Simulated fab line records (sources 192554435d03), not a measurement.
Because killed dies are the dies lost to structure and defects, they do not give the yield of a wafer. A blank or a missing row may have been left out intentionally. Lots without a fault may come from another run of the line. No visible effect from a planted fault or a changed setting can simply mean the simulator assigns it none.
fab line records	flow n5-finfet
record: lots: 5	wafers: 15	last-day: 21
route steps=1938 shown DUMMY_GATE@238 BEOL_M4@1111 PASSIVATION@1936
lots untouched by any fault: they come from a run of this same line in which no faults occurred
start-h: the number of hours between the record's first day and the start of the first shown wafer of the lot	wait-h: hours since the lot's step before	" repeats the value in the row above	L1.1+2: a row that stands for several wafers	- no value present, or no start provided	* or withheld: withheld	< > ~ a bound
route shown NAME@n: a module of which the file shows steps, and the number in the route of the first	usual: mean and standard deviation over wafers with no fault	same: alike in all rows	chamber/n: place in a boat	sites: each site's reading	_std_site: the standard deviation of these	_edge_site: mean of outer sites minus mean of inner sites	radius-mm: for every site, how far away it sits from the centre of the wafer	mask NAME#n: copy n	behind: the last tool/chamber to shape the wafer	hold: why the lot was held/for how many hours/how that ended	device: the transistor (n, p or np) that didn't switch	end of line: the route-end tests of the same wafers	a step given without rows: its recipe and nothing more	killed: the dies lost at the first sort to structure and to defects; this is not the yield of the wafer	map: dies across one wafer; x = killed, . = not, _ = none there
set.NAME: the setting that was run; set.NAME@STEP: the one run at that earlier step	model.NAME: the simulator's own value behind a step, which no gauge read
lots at selected steps of the route; one table per step, one row per wafer
services: when a tool's chamber went out of use (start-h, in hours from the record's first day, below 0 if earlier), for how many hours, and the reason
== steps ==
step: N5_DUMMY_GATE_STRIP_38
recipe: chemistry: N2/H2	temp-c: 40	n2-flow-sccm: 200	h2-flow-sccm: 200	rf-frequency-hz: 6e+07
step: N5_DUMMY_GATE_STRIP_39
recipe: chemistry: N2/H2	temp-c: 40	n2-flow-sccm: 200	h2-flow-sccm: 200	rf-frequency-hz: 6e+07
step: N5_DUMMY_GATE_TRIM_49
recipe: chemistry: O2	resist: SOC	time-s: 29	target-cd-nm: 14	source-power-w: 300	bias-power-w: 0	O2_flow_sccm: 100	temp-c: 20
usual: drypump-motor-current-A: 5.7/0.5	oes-product-au: 1.000/0.023	rf-fwd-power-W: 298.6/1	throttle-valve-pct: 8.20/0.18
same: time-s: 29
lot.wafer	tool	chamber	start-h	wait-h	drypump-motor-current-A	oes-product-au	rf-fwd-power-W	rf-hours-counter-h	throttle-valve-pct
L499.1	rie-si-05	0	63.86	0.0	5.0	0.975	297.7	193	8.34
L499.4	"	1	"	"	5.0	0.978	299.1	30	8.02
L499.6	"	0	"	"	5.0	0.990	297.6	-	8.34
L500.1	rie-si-04	0	73.54	0.0	5.9	0.984	299.0	1	7.92
L500.3	"	2	"	"	6.4	1.019	298.4	98	8.30
L500.6	"	3	"	"	5.3	1.016	297.7	-	8.03
L504.1	rie-si-02	0	93.51	0.0	6.0	0.985	299.1	180	8.43
L504.2	"	1	"	"	6.1	0.995	296.6	145	8.44
L504.5	"	1	"	"	6.0	0.992	298.0	-	8.43
L516.1	rie-si-05	2	168.79	0.0	5.7	0.975	297.2	150	8.32
L516.5	"	1	"	"	5.0	0.967	298.5	-	8.02
L516.6	"	2	"	"	5.7	0.971	296.0	-	8.32
L519.1	rie-si-02	0	185.20	0.0	6.0	0.984	299.0	182	8.42
L519.2	"	1	"	"	6.1	0.998	297.1	147	8.45
L519.3	"	3	"	"	6.7	0.997	298.6	33	8.17
step: N5_DUMMY_GATE_STRIP_40
recipe: chemistry: CF4	resist: SiARC	power-w: 300	bias-power-w: 75	pressure-mtorr: 50	cf4-flow-sccm: 150	rf-frequency-hz: 6e+07
step: N5_DUMMY_GATE_CD_MEAS_50
recipe: target-cd-nm: 14
usual: cd-nm: 14.2/0.55
lot.wafer	tool	chamber	start-h	wait-h	cd-nm
L499.1	cd-sem-01	-	64.01	0.0	14.3
L499.4	"	-	"	"	14.6
L499.6	"	-	"	"	14.3
L500.1	cd-sem-01	-	73.69	0.0	15.0
L500.3	"	-	"	"	14.7
L500.6	"	-	"	"	14.5
L504.1	cd-sem-02	-	93.66	0.0	14.9
L504.2	"	-	"	"	13.5
L504.5	"	-	"	"	13.2
L516.1	cd-sem-01	-	168.95	0.0	14.2
L516.5	"	-	"	"	13.9
L516.6	"	-	"	"	13.7
L519.1	cd-sem-01	-	185.35	0.0	14.6
L519.2	"	-	"	"	13.2
L519.3	"	-	"	"	13.3
step: N5_DUMMY_GATE_ETCH_31
recipe: chemistry: C4F6/O2	target: SiO2	mask-material: SOC	target-depth-a: 825	time-s: 27.5	ion-energy-ev: 250	pressure-mtorr: 30	source-w: 345	bias-w: 185	Ar_flow_sccm: 300	C4F6_flow_sccm: 10	O2_flow_sccm: 10
usual: bias-w: 185.0/0.53	drypump-motor-current-A: 5.6/0.42	oes-product-au: 0.77/0.052	rf-fwd-power-W: 341.8/1.3	rf-vpp-V: 674/18	showerhead-plenum-p-Torr: 2.87/0.11	throttle-valve-pct: 21.18/0.22
same: time-s: 27.5
lot.wafer	tool	chamber	start-h	wait-h	bias-w	drypump-motor-current-A	oes-product-au	rf-fwd-power-W	rf-hours-counter-h	rf-vpp-V	showerhead-plenum-p-Torr	throttle-valve-pct
L499.1	rie-diel-02	0	64.06	0.0	185.8	4.8	0.72	339.7	204	678	2.69	21.50
L499.4	"	2	"	"	184.5	5.0	0.74	342.8	186	659	2.92	21.02
L499.6	"	3	"	"	185.4	5.7	0.87	343.3	-	716	2.76	21.27
L500.1	rie-diel-06	2	73.74	0.0	184.9	5.5	0.74	344.2	187	658	2.85	21.21
L500.3	"	1	"	"	185.2	5.6	0.86	341.7	48	678	2.98	20.68
L500.6	"	2	"	"	184.8	5.5	0.74	343.5	-	655	2.85	21.21
L504.1	rie-diel-05	1	93.71	0.0	184.6	5.6	0.73	341.7	178	650	2.96	21.36
L504.2	"	2	"	"	184.6	6.2	0.80	341.2	102	656	3.01	21.10
L504.5	"	3	"	"	185.8	5.8	0.76	341.1	-	667	2.73	21.00
L516.1	rie-diel-02	0	169.02	0.1	185.2	4.9	0.70	339.3	231	677	2.68	21.54
L516.5	"	2	"	"	184.6	5.0	0.71	344.2	-	659	2.91	21.04
L516.6	"	3	"	"	185.2	5.7	0.84	342.6	-	717	2.74	21.29
L519.1	rie-diel-05	0	185.40	0.1	184.8	5.0	0.73	344.2	173	689	2.71	21.23
L519.2	"	2	"	"	185.6	6.2	0.79	341.7	125	656	3.00	21.15
L519.3	"	1	"	"	184.2	5.6	0.71	341.0	202	649	2.95	21.41
step: N5_DUMMY_GATE_STRIP_41
recipe: chemistry: O2	power-w: 400	temp-c: 40	pressure-mtorr: 30	rf-frequency-hz: 6e+07	bias-power-w: 0	overash-fraction: 0.3	o2-flow-sccm: 225
usual: drypump-motor-current-A: 5.6/0.42	oes-product-au: 0.77/0.059	rf-vpp-V: 3.6/0.51	showerhead-plenum-p-Torr: 2.11/0.083	throttle-valve-pct: 16.66/0.19
lot.wafer	tool	chamber	start-h	wait-h	drypump-motor-current-A	oes-product-au	rf-hours-counter-h	rf-vpp-V	showerhead-plenum-p-Torr	throttle-valve-pct
L499.1	rie-diel-02	0	64.10	0.0	4.8	0.72	204	3.2	2.00	17.16
L499.4	"	2	"	"	5.0	0.75	186	2.7	2.18	16.72
L499.6	"	3	"	"	5.7	0.89	-	4.0	2.03	16.77
L500.1	rie-diel-06	2	73.79	0.0	5.5	0.75	187	3.6	2.07	16.53
L500.3	"	1	"	"	5.5	0.86	48	3.6	2.23	16.37
L500.6	"	2	"	"	5.5	0.74	-	3.4	2.07	16.52
L504.1	rie-diel-05	1	93.75	0.0	5.5	0.74	178	3.4	2.14	16.63
L504.2	"	2	"	"	6.1	0.81	102	3.4	2.20	16.48
L504.5	"	3	"	"	5.7	0.74	-	3.7	2.00	16.49
L516.1	rie-diel-02	0	169.06	0.0	4.8	0.70	231	3.5	1.99	17.22
L516.5	"	2	"	"	5.0	0.72	-	4.3	2.17	16.75
L516.6	"	3	"	"	5.7	0.85	-	3.7	2.02	16.82
L519.1	rie-diel-05	0	185.45	0.0	5.0	0.73	173	4.3	2.01	16.84
L519.2	"	2	"	"	6.1	0.78	125	3.5	2.19	16.52
L519.3	"	1	"	"	5.5	0.72	202	4.1	2.13	16.68
step: N5_DUMMY_GATE_HM_OPEN_21
recipe: chemistry: CH3F/O2	target: SiNx	target-depth-a: 1200	Ar_flow_sccm: 150	CH3F_flow_sccm: 30	O2_flow_sccm: 23	time-s: 171.4	pressure-mtorr: 30	source-w: 395	bias-w: 73	ion-energy-ev: 120.7
usual: bias-w: 72.97/0.21	drypump-motor-current-A: 5.6/0.42	oes-product-au: 0.77/0.052	rf-fwd-power-W: 393.8/1.3	rf-vpp-V: 303/8.2	showerhead-plenum-p-Torr: 2.04/0.08	throttle-valve-pct: 16.49/0.21
same: time-s: 171.4
lot.wafer	tool	chamber	start-h	wait-h	bias-w	drypump-motor-current-A	oes-product-au	rf-fwd-power-W	rf-hours-counter-h	rf-vpp-V	showerhead-plenum-p-Torr	throttle-valve-pct
L499.1	rie-diel-02	0	64.14	0.0	72.83	4.8	0.72	393.0	204	306	1.91	16.85
L499.4	"	2	"	"	72.58	5.0	0.74	395.9	186	297	2.08	16.43
L499.6	"	3	"	"	72.20	5.7	0.86	392.5	-	321	1.96	16.55
L500.1	rie-diel-06	2	73.83	0.0	72.51	5.6	0.74	393.4	187	295	2.02	16.45
L500.3	"	1	"	"	72.86	5.5	0.87	394.6	48	305	2.12	16.01
L500.6	"	2	"	"	72.64	5.5	0.74	391.0	-	295	2.02	16.45
L504.1	rie-diel-05	1	93.79	0.0	73.19	5.6	0.74	393.8	178	292	2.10	16.64
L504.2	"	2	"	"	72.82	6.1	0.81	392.8	102	295	2.14	16.36
L504.5	"	3	"	"	73.19	5.8	0.76	391.9	-	300	1.93	16.34
L516.1	rie-diel-02	0	169.10	0.0	73.32	4.8	0.71	392.4	231	306	1.90	16.89
L516.5	"	2	"	"	72.75	5.0	0.70	394.3	-	296	2.07	16.48
L516.6	"	3	"	"	72.94	5.7	0.82	394.0	-	322	1.95	16.58
L519.1	rie-diel-05	0	185.49	0.0	72.96	5.0	0.72	394.7	173	311	1.93	16.57
L519.2	"	2	"	"	72.60	6.1	0.78	392.6	125	296	2.13	16.39
L519.3	"	1	"	"	72.78	5.6	0.71	396.2	202	290	2.09	16.67
step: N5_DUMMY_GATE_ETCH_32
recipe: chemistry: CF4	target: SiO2	target-depth-a: 35	time-s: 3.9	ion-energy-ev: 350	pressure-mtorr: 10	icp-w: 800	bias-w: 400	cf4-flow-sccm: 80
usual: bias-w: 400.1/1.2	cf4-flow-sccm: 79.98/0.23	drypump-motor-current-A: 5.8/0.52	oes-product-au: 0.994/0.028	rf-fwd-power-W: 792/3.8	throttle-valve-pct: 21.9/0.33
same: time-s: 3.9
lot.wafer	tool	chamber	start-h	wait-h	bias-w	cf4-flow-sccm	drypump-motor-current-A	oes-product-au	rf-fwd-power-W	rf-hours-counter-h	throttle-valve-pct
L499.1	rie-si-02	0	64.30	0.1	399.1	80.02	6.0	1.002	794	180	22.1
L499.4	"	1	"	"	401.3	79.98	6.1	1.028	788	144	22.5
L499.6	"	0	"	"	398.5	79.79	6.0	0.999	796	-	22.1
L500.1	rie-si-02	3	73.99	0.1	399.1	79.66	6.7	0.990	793	31	21.8
L500.3	"	2	"	"	398.2	80.13	6.1	0.990	791	200	21.7
L500.6	"	1	"	"	397.5	80.14	6.1	1.028	787	-	22.5
L504.1	rie-si-05	3	93.95	0.1	401.3	80.14	5.4	1.009	795	76	21.9
L504.2	"	0	"	"	400.2	80.09	5.0	0.939	786	193	21.7
L504.5	"	2	"	"	400.5	80.28	5.7	0.997	794	-	22.0
L516.1	rie-si-02	3	169.27	0.1	400.0	79.90	6.7	0.986	795	33	21.8
L516.5	"	2	"	"	400.0	79.98	6.1	1.024	793	-	21.4
L516.6	"	1	"	"	401.5	79.94	6.1	1.024	789	-	22.5
L519.1	rie-si-02	2	185.65	0.1	398.8	79.74	6.1	1.027	796	2	21.4
L519.2	"	1	"	"	400.7	80.06	6.1	1.043	785	147	22.5
L519.3	"	0	"	"	399.1	80.07	6.0	0.999	790	182	22.1
step: N5_DUMMY_GATE_ETCH_23
recipe: chemistry: HBr/Cl2/O2	HBr_flow_sccm: 150	Cl2_flow_sccm: 80	O2_flow_sccm: 12	bias-w: 102	target-depth-a: 410	time-s: 22.3	target: poly-Si	mask-material: SiO2	pressure-mtorr: 10	icp-w: 800
step: N5_DUMMY_GATE_ETCH_44
recipe: chemistry: HBr/O2	over-etch-frac: 0.7	target-depth-a: 1275	stop-on: SiO2	ion-energy-ev: 60	bias-w: 20	target: poly-Si	mask-material: SiO2	pressure-mtorr: 20	icp-w: 400	HBr_flow_sccm: 120	O2_flow_sccm: 10
step: N5_DUMMY_GATE_CD_MEAS_24
recipe: target-cd-nm: 15
usual: cd-nm: 15.2/0.6
lot.wafer	tool	chamber	start-h	wait-h	cd-nm
L499.1	cd-sem-02	-	64.50	0.1	15.1
L499.4	"	-	"	"	15.4
L499.6	"	-	"	"	14.4
L500.1	cd-sem-01	-	74.19	0.1	16.2
L500.3	"	-	"	"	15.7
L500.6	"	-	"	"	15.6
L504.1	cd-sem-02	-	94.15	0.1	15.8
L504.2	"	-	"	"	14.2
L504.5	"	-	"	"	14.3
L516.1	cd-sem-01	-	169.46	0.1	15.2
L516.5	"	-	"	"	14.6
L516.6	"	-	"	"	14.4
L519.1	cd-sem-01	-	185.85	0.1	15.3
L519.2	"	-	"	"	14.4
L519.3	"	-	"	"	13.9
step: N5_DUMMY_GATE_ETCH_42
recipe: chemistry: CHF3/O2	target: SiO2	target-depth-a: 35	time-s: 31	ion-energy-ev: 30	bias-w: 12	pressure-mtorr: 30	source-w: 600	Ar_flow_sccm: 200	CHF3_flow_sccm: 50	O2_flow_sccm: 5
usual: bias-w: 12.00/0.037	drypump-motor-current-A: 5.6/0.46	oes-product-au: 0.76/0.051	rf-fwd-power-W: 594.4/2.2	rf-vpp-V: 42.9/1.2	showerhead-plenum-p-Torr: 2.42/0.096	throttle-valve-pct: 18.82/0.2
same: time-s: 31
lot.wafer	tool	chamber	start-h	wait-h	bias-w	drypump-motor-current-A	oes-product-au	rf-fwd-power-W	rf-hours-counter-h	rf-vpp-V	showerhead-plenum-p-Torr	throttle-valve-pct
L499.1	rie-diel-02	2	64.55	0.0	12.03	5.0	0.74	598.0	186	41.9	2.48	18.68
L499.4	"	3	"	"	12.02	5.7	0.87	591.3	48	43.2	2.34	18.91
L499.6	"	3	"	"	11.99	5.7	0.86	591.3	-	43.4	2.34	18.90
L500.1	rie-diel-06	1	74.24	0.0	11.94	5.5	0.85	597.3	49	43.1	2.52	18.30
L500.3	"	0	"	"	12.05	5.8	0.80	598.5	97	43.9	2.43	18.93
L500.6	"	2	"	"	11.99	5.5	0.74	597.3	-	41.7	2.41	18.77
L504.1	rie-diel-05	0	94.20	0.0	12.00	5.0	0.75	593.5	148	45.6	2.31	18.87
L504.2	"	1	"	"	11.99	5.6	0.74	593.6	178	40.9	2.51	18.99
L504.5	"	3	"	"	12.02	5.7	0.77	592.7	-	44.1	2.32	18.69
L516.1	rie-diel-05	2	169.58	0.1	11.97	6.2	0.79	592.4	116	42.7	2.54	18.71
L516.5	"	3	"	"	13.45	5.7	0.74	594.8	-	48.6	2.31	18.70
L516.6	"	2	"	"	11.95	6.2	0.80	593.9	-	43.7	2.54	18.71
L519.1	rie-diel-05	1	185.97	0.1	12.02	5.5	0.71	596.5	202	42.6	2.50	19.03
L519.2	"	2	"	"	12.05	6.1	0.78	595.8	125	42.2	2.53	18.71
L519.3	"	0	"	"	12.03	5.0	0.72	593.1	174	43.2	2.30	18.91
step: N5_DUMMY_GATE_STRIP_48
recipe: chemistry: N2/H2	time-s: 20	power-w: 100	temp-c: 40	pressure-mtorr: 100	rf-frequency-hz: 6e+07	bias-power-w: 3	n2-flow-sccm: 300	h2-flow-sccm: 300
step: N5_BEOL_M4_RC_MEAS_101
usual: DIBL_N: 36.1/2.3	DIBL_P: 36/3.2	IOFF_N: 0.16/0.045	IOFF_P: 0.21/0.049	ION_N: 674/14	ION_P: 462/8.4	SS_N: 71.6/0.83	SS_P: 73.2/0.87	VT_N: 249/3.8	VT_P: -250/3.4
lot.wafer	tool	chamber	start-h	wait-h	DIBL_N[mV/V]	DIBL_P[mV/V]	IOFF_N[nA/um]	IOFF_P[nA/um]	ION_N[uA/um]	ION_P[uA/um]	SS_N[mV/dec]	SS_P[mV/dec]	VT_N[mV]	VT_P[mV]
L499.1	prober-01	0	259.92	0.0	38.4	42	0.23	0.32	695	476	71.7	74.3	243	-244
L499.4	"	0	"	"	33.2	34	0.12	0.17	682	471	70.8	72.6	252	-250
L499.6	"	0	"	"	40.3	43	0.27	0.34	689	469	72.4	74.6	239	-244
L500.1	prober-02	0	280.71	0.0	32.6	32	0.12	0.16	670	459	70.0	71.6	252	-253
L500.3	"	0	"	"	35.1	33	0.14	0.17	670	456	71.6	72.4	250	-254
L500.6	"	0	"	"	34.9	34	0.15	0.18	674	462	71.7	73.2	247	-249
L504.1	prober-02	0	286.55	0.0	33.5	32	0.11	0.14	664	453	70.6	72.3	254	-257
L504.2	"	0	"	"	39.3	38	0.19	0.22	673	456	73.2	73.2	249	-252
L504.5	"	0	"	"	37.1	37	0.16	0.20	669	461	71.9	73.6	250	-252
L516.1	prober-02	0	358.67	0.0	37.4	39	0.19	0.23	695	472	72.0	74.2	244	-251
L516.5	"	0	"	"	40.1	41	0.24	0.29	685	475	72.7	74.1	244	-246
L516.6	"	0	"	"	37.9	39	0.18	0.22	685	469	72.5	73.3	247	-252
L519.1	prober-01	0	393.78	0.0	34.9	36	0.14	0.20	675	466	71.4	73.1	251	-250
L519.2	"	0	"	"	38.5	40	0.20	0.25	690	463	72.2	73.7	248	-248
L519.3	"	0	"	"	39.8	41	0.23	0.28	678	463	73.0	74.4	249	-249
step: N5_PASSIVATION_PROBE_49
usual: defect-limited-yield: 90.9/1.6	killed_at_M0_to_M3: 37/11	killed_at_M4_up: 15/5.6	killed-at-contacts: 13/6.4	killed-at-front-end: 39/11	killed-at-other: 4/3.1	killed-dies: 107/19	killed-open: 71/14	killed-short: 34/7.8	sort_bin_4_leakage: 0.01/0.053	sort_bin_5_function: 5.3/1	sort_bin_6_memory: 3.4/0.72	sort-n-pass: 1072/20	sort-yield-pct: 90.9/1.7
same: gross-dies: 1180	killed-at-back-side: 0	sort_bin_8_speed[%]: 0
lot.wafer	tool	chamber	start-h	wait-h	defect-limited-yield[%]	killed_at_M0_to_M3	killed_at_M4_up	killed-at-contacts	killed-at-front-end	killed-at-other	killed-dies	killed-open	killed-short	sort_bin_4_leakage[%]	sort_bin_5_function[%]	sort_bin_6_memory[%]	sort-n-pass	sort-yield-pct[%]
L500.1	prober-01	-	376.86	0.0	91.2	29	17	24	32	2	104	67	30	0	4.7	3.9	1076	91.2
L500.3	prober-01	-	376.96	0.1	89.9	34	15	22	47	1	119	77	38	0	5.8	3.7	1061	89.9
L500.6	prober-01	-	377.11	0.3	91.9	30	13	17	35	1	96	53	37	0	4.9	3.0	1084	91.9
L516.1	prober-01	-	496.17	0.0	90.3	37	13	8	51	6	115	70	42	0	5.6	3.6	1065	90.3
L516.5	prober-01	-	496.37	0.2	91.4	40	8	11	37	5	101	70	30	0	5.3	3.1	1079	91.4
L516.6	prober-01	-	496.42	0.3	89.7	60	13	7	40	2	122	65	53	0	6.9	2.9	1058	89.7
killed by level:class
L500.1 MOL_CONTACT_COAG:geometric-particle:open=18 BEOL_M1:geometric-particle:open=11 GATE_CUT:geometric-particle:short=7 GATE_CUT:geometric-particle:open=6 MOL_CONTACT_COAG:geometric-particle:short=6 FIN_SAQP:geometric-particle:short=5 DUMMY_GATE:geometric-particle:open=5 FIN_SAQP:geometric-particle:open=4
L500.3 MOL_CONTACT_COAG:geometric-particle:open=18 BEOL_M1:geometric-particle:open=11 FIN_SAQP:geometric-particle:short=9 FIN_SAQP:geometric-particle:open=9 STI_FIN_REVEAL:geometric-particle:open=8 BEOL_M0_SAQP:geometric-particle:short=8 GATE_CUT:geometric-particle:short=6 BEOL_M3:geometric-particle:open=5
L500.6 MOL_CONTACT_COAG:geometric-particle:open=13 BEOL_M0_SAQP:geometric-particle:short=9 FIN_SAQP:geometric-particle:short=6 STI_FIN_REVEAL:geometric-particle:open=5 GATE_CUT:geometric-particle:short=5 BEOL_M0_SAQP:geometric-particle:open=5 BEOL_M1:geometric-particle:open=5 FIN_SAQP:geometric-particle:open=4
L516.1 STI_FIN_REVEAL:geometric-particle:open=11 FIN_SAQP:geometric-particle:short=9 FIN_SAQP:geometric-particle:open=9 BEOL_M2:geometric-particle:short=8 BEOL_M4:geometric-particle:open=8 BEOL_M1:geometric-particle:open=6 BEOL_M2:geometric-particle:open=6 BEOL_M3:geometric-particle:open=6
L516.5 STI_FIN_REVEAL:geometric-particle:open=11 BEOL_M3:geometric-particle:open=10 BEOL_M0_SAQP:geometric-particle:short=7 BEOL_M0_SAQP:geometric-particle:open=6 BEOL_M1:geometric-particle:open=6 FIN_SAQP:geometric-particle:open=5 MOL_CONTACT_COAG:geometric-particle:open=5 MOL_CONTACT_COAG:geometric-particle:short=5
L516.6 BEOL_M0_SAQP:geometric-particle:short=13 BEOL_M3:geometric-particle:open=12 GATE_CUT:geometric-particle:short=8 BEOL_M2:geometric-particle:short=8 STI_FIN_REVEAL:geometric-particle:open=7 FIN_SAQP:geometric-particle:open=6 FIN_SAQP:geometric-particle:short=6 BEOL_M3:geometric-particle:short=6
== services ==
tool	chamber	start-h	hours	kind
rie-si-02	2	58.98	4.3	repair
rie-si-05	-	66.79	14.3	repair
rie-si-02	-	69.10	0.4	repair
rie-si-02	2	78.99	-	clean
rie-si-02	2	78.99	24.0	scheduled-down
rie-si-02	2	78.99	24.0	vent-cycle
rie-si-04	1	86.45	8.8	repair
rie-diel-05	-	95.09	0.1	repair
rie-diel-06	3	141.41	1.3	repair
rie-si-05	0	141.82	21.8	repair
rie-si-04	1	147.08	-	clean
rie-si-04	1	147.08	18.7	scheduled-down
rie-si-04	1	147.08	18.7	vent-cycle
rie-diel-06	3	156.83	2.9	repair
rie-diel-06	3	159.87	-	clean
rie-diel-06	3	159.87	-	consumable-replace:focus-ring
rie-diel-06	3	159.87	22.0	scheduled-down
rie-diel-06	3	159.87	22.0	vent-cycle
rie-si-05	0	163.63	-	clean
rie-si-05	0	163.63	23.6	scheduled-down
rie-si-05	0	163.63	23.6	vent-cycle
rie-diel-02	-	169.40	14.6	pm
rie-si-04	1	170.68	5.3	repair
rie-diel-05	3	183.44	8.8	repair
== key ==
first-sign: step: N5_DUMMY_GATE_ETCH_42	reading: bias-w	direction: up	sigmas: 39	usual: *	struck: *
effect: step: N5_DUMMY_GATE_ETCH_42	reading: rf-vpp-V	direction: up	sigmas: 4.7	usual: 42.9	struck: 48.6
met-at N5_DUMMY_GATE_ETCH_42
struck-wafers L516.5
onset-between 94.20 169.58
fault: kind: process-parameter-drift	tool: rie-diel-05	chamber: 3	onset-h: 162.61	steps: N5_DUMMY_GATE_ETCH_42	channel: bias-w	offset: *	shape: step	end-h: 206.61	acts-in: *	stated: *
